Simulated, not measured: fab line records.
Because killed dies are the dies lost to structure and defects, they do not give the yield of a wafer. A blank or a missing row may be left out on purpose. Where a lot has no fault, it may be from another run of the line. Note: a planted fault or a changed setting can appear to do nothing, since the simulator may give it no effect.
Chamber matching	flow nand-harc	NHARC_A_M1_DESCUM_14 on rie-diel-06 has 4 sister chambers
The step chemistry O2, time 3 s. 8 wafers are shown with their chamber, then 8 later ones without.

## WAFERS PAIRED WITH THEIR CHAMBERS
wafer	chamber	drypump-motor-current-A (A)	oes-product-au (a.u.)
L077.2	1	5.5	1.000
L083.3	3	6.0	0.998
L085.2	2	6.3	0.985
L085.4	1	5.5	1.005
L087.1	2	6.2	0.989
L087.4	3	6.0	1.019
L087.6	0	5.9	0.983
L089.3	0	5.9	1.011

## WAFERS WITHOUT THEIR CHAMBER
wafer	drypump-motor-current-A (A)	oes-product-au (a.u.)
L089.4	5.5	1.005
L089.6	6.3	1.003
L093.2	5.5	0.997
L093.3	5.9	1.005
L093.4	6.0	0.985
L095.1	5.9	0.989
L095.3	5.5	1.003
L095.6	6.0	0.983

## WHICH CHAMBER EACH ONE RAN IN
wafer	from the rows above	in truth
L089.4	1	1
L089.6	2	2
L093.2	1	1
L093.3	0	0
L093.4	can't be placed: 3 or 0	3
L095.1	0	0
L095.3	1	1
L095.6	can't be placed: 3 or 0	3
Correctly placed: 6 of 8. These rows do not allow placing 2 (true chamber among the candidates in 2). Placed wrongly: 0.
How it was worked out, from the rows above alone: a wafer's distance from a chamber is the root of the sum, over the readings, of the square of ((its reading less the chamber's mean) divided by the reading's scatter). The wafer belongs to the nearest chamber; if the next one is less than 2 further off, it can't be placed. A chamber's mean is the mean of its shown wafers. How the scatter is found: for the shown wafers, subtract from each reading the mean of its chamber, square and add these, divide the total by (wafers less chambers), then take the root.
